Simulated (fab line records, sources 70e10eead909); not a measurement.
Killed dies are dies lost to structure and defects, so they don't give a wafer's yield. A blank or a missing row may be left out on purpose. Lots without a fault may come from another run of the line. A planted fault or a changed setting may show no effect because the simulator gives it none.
Problem report in the 8D (eight disciplines) form, filled by code | flow nand_harc | the parts of the form that need people (team, actions taken, sign-off) are left out

1. THE PROBLEM
thk_nm at NHARC_A_ONON_D1_THK_MEAS_05 reads a mean of 1101 nm on 6 wafers of 2 lots; wafers without a fault read 998 nm with a standard deviation of 12. That is +8.6 standard deviations from the usual mean.
The step: measures by ellipsometry.
First seen on wafer L776.2, day 9 00:26, on film_metro-02. The record holds 42 wafers of 14 lots with a number at this step. Rule for "out", or "out of limits": more than 4 standard deviations from the usual mean. The other wafers with a number count as sound.

2. WHAT IT IS AND WHAT IT IS NOT
question                    | is                           | is not
which readings at this step | thk_nm                       | -
which lots                  | L776, L779                   | L770, L772, L778, L783, L786, L787, L788, L789, L790, L791, L792, L793
which wafers of those lots  | all that have a number       | -
read on which gauges        | film_metro-01, film_metro-02 | -
when                        | from day 9 00:26             | up to then (6 sound wafers); but 30 sound wafers of L778, L783, L786, L787, L788, L789, L790, L791, L792, L793 came after

3. SUSPECTS, AND WHAT RULES EACH OUT
Counting: a tool at a process step up to the reading stays a suspect if it ran every lot that is out and no sound lot after the first of them.
- the gauge at NHARC_A_ONON_D1_THK_MEAS_05: ruled out. The wafers that are out were read on 2 gauges (film_metro-01, film_metro-02).
- pecvd_onon-01 at NHARC_A_ONON_D1_DEP_03 (target thk 1000 nm): ruled out as a lasting fault. Sound lots L789, L792, L793 ran on it after its first lot that is out, L776 (day 8 23:59).
Left after counting: nothing in the record.

4. THE CAUSE (what the simulator had put in)
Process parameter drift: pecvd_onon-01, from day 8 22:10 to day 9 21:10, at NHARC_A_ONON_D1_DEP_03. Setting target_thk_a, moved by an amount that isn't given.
Counting ruled it out, wrongly: the rule takes a fault to strike every lot that its tool runs from its start on, and this one did not.

5. THE CHAIN OF EFFECTS, in route order
Each row: a reading whose mean over the struck wafers that have a number lies more than 3 standard deviations from the usual. Only readings for which the record gives a usual standard deviation are gone through. hours: the time from each lot's start at the first step in this table that gives one to its start at this step, as a median over the lots. sigmas: the change in usual standard deviations.
hours | step                        | reading         | usual  | on struck wafers | change | sigmas
0     | NHARC_A_ONON_D1_THK_MEAS_05 | thk_nm          | 998 nm | 1101             | +103   | +8.6
295   | NHARC_END_SORT_01           | killed_at_array | 25     | 672              | +646   | +65
295   | NHARC_END_SORT_01           | killed_dies     | 29     | 677              | +648   | +65

6. WHAT WOULD HAVE CAUGHT IT SOONER
In this record the first reading out of limits at a measuring or inspecting step was taken at day 9 00:26, 2 hours after the fault began at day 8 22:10.
Of the tool readings at NHARC_A_ONON_D1_DEP_03 for which the record gives a usual standard deviation, none was out on any struck wafer, so an alarm limit of 4 standard deviations on them would not have fired.
